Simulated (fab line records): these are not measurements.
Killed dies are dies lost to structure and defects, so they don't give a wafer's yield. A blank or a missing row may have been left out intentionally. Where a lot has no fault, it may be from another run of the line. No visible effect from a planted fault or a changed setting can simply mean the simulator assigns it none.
Split-lot experiment    flow n5Finfet    7 lots, 21 wafers read, on a route of 1938 steps

== THE SPLIT ==
At N5_BEOL_M10_COAT_64 (time 60 s, resist thk 30 nm), the setting spinRpm was moved away from the recipe's 1500 rpm on 5 of the 21 wafers read, by +3.9% to +10.4%. For the rest of the wafers, this setting stayed at what the recipe calls for.

== FROM THE SPLIT TO THE READING: what the file shows between them, 4 steps ==
- N5_BEOL_M10_COAT_22: resist thk 90 nm
- N5_BEOL_M10_EBR_24
- N5_BEOL_M10_DESCUM_33: chemistry O2, time 7.9 s
- N5_BEOL_M10_ETCH_65: etches SiARC in CF4, target depth 39 nm, time 65 s

== THE READING ==
SiARC_of_BEOL_M10_COAT_64.thkNm (the simulator's own value, which no gauge read), in nm, at N5_BEOL_M10_ETCH_66 (etches SOC in N2/H2, target depth 120 nm, overetch 24 nm, time 180 s). The file gives no usual value for it. The 16 wafers here that ran the recipe average 22.9 nm, standard deviation 0.25 nm.

wafer   tool, chamber at the split  spinRpm as run, rpm  against the recipe  SiARC_of_BEOL_M10_COAT_64.thkNm, nm  against lot-mates on the recipe
L079.4  lithoTrack-03, 0            1500                 recipe              23                                   -
L079.5  lithoTrack-03, 0            1500                 recipe              23                                   -
L079.6  lithoTrack-03, 0            1631                 +8.7%               22                                   -1.0
L089.1  lithoTrack-03, 0            1500                 recipe              22.6                                 -
L089.2  lithoTrack-03, 0            1500                 recipe              22.8                                 -
L089.3  lithoTrack-03, 0            1500                 recipe              23.2                                 -
L090.1  lithoTrack-03, 0            1598                 +6.5%               22.2                                 -0.6
L090.2  lithoTrack-03, 0            1598                 +6.5%               22.4                                 -0.4
L090.3  lithoTrack-03, 0            1500                 recipe              22.8                                 -
L091.2  lithoTrack-01, 0            1500                 recipe              22.4                                 -
L091.4  lithoTrack-01, 0            1500                 recipe              22.6                                 -
L091.6  lithoTrack-01, 0            1500                 recipe              23                                   -
L092.1  lithoTrack-03, 0            1500                 recipe              23.2                                 -
L092.2  lithoTrack-03, 0            1500                 recipe              22.8                                 -
L092.4  lithoTrack-03, 0            1500                 recipe              22.6                                 -
L093.3  lithoTrack-03, 0            1500                 recipe              23.2                                 -
L093.5  lithoTrack-03, 0            1500                 recipe              23.2                                 -
L093.6  lithoTrack-03, 0            1656                 +10.4%              21.6                                 -1.6
L095.2  lithoTrack-01, 0            1500                 recipe              22.8                                 -
L095.3  lithoTrack-01, 0            1558                 +3.9%               22.6                                 -0.1
L095.4  lithoTrack-01, 0            1500                 recipe              22.6                                 -

THE FIT
A straight line over all 21 wafers: SiARC_of_BEOL_M10_COAT_64.thkNm changes by -0.103 nm for each +1% of spinRpm; r = -0.82; the points scatter about the line by 0.24 nm.
The same after taking each lot's own level away (the mean of its wafers on the recipe; 21 wafers): -0.116 nm for each +1%; r = -0.87; scatter 0.23 nm.
On that fit, the largest move of spinRpm shifts the reading by 1.2 nm.
The span of the lots' own levels, 22.67 to 23.20 nm, comes to 2.1 times the standard deviation stated above.
So the lot-to-lot level changes the slope: the two fits differ.
Check: -0.927 nm against its lot-mates is what the line predicts for one of the wafers moved furthest among these (+10.4%) when that wafer is left out of the fit. Against them it came out at -1.6 nm.

== ADDITIONAL SPLITS CARRIED BY THESE WAFERS ==
Note: prior to the reading, these wafers also went through further splits. Each is held against what the fit with the lots' levels taken away leaves over:
other split on the same wafers  wafers away from the commonest value  r with SiARC_of_BEOL_M10_COAT_64.thkNm (lot level and that fit taken away)
N5_BEOL_M8_DESCUM_33 timeS      6                                     -0.23
N5_BEOL_M9_DESCUM_16 timeS      11                                    -0.35
N5_BEOL_M10_COAT_63 spinRpm     5                                     +0.05

== THE WHOLE CHAIN: every reading that the file lists as answering this split, in the file's order ==
step                 what it does                                                          reading                                                                             change (the file's fit)                r (the file's)
N5_BEOL_M10_COAT_64  time 60 s, resist thk 30 nm                                           SiARC_of_BEOL_M10_COAT_64.thkNm (the simulator's own value, which no gauge read)    -0.145 nm for each +1% of the setting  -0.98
N5_BEOL_M10_ETCH_65  etches SiARC in CF4, target depth 39 nm, time 65 s                    etch.depthNm (the simulator's own value, which no gauge read)                       -0.136 nm for each +1% of the setting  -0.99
N5_BEOL_M10_ETCH_65  etches SiARC in CF4, target depth 39 nm, time 65 s                    CAR-ArF_of_BEOL_M10_COAT_22.thkNm (the simulator's own value, which no gauge read)  +0.118 nm for each +1% of the setting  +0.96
N5_BEOL_M10_ETCH_66  etches SOC in N2/H2, target depth 120 nm, overetch 24 nm, time 180 s  SiARC_of_BEOL_M10_COAT_64.thkNm (the simulator's own value, which no gauge read)    -0.12 nm for each +1% of the setting   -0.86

== FILE'S OWN FIT ==
SiARC_of_BEOL_M10_COAT_64.thkNm changes by -0.12 nm for each +1% of spinRpm, r = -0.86.
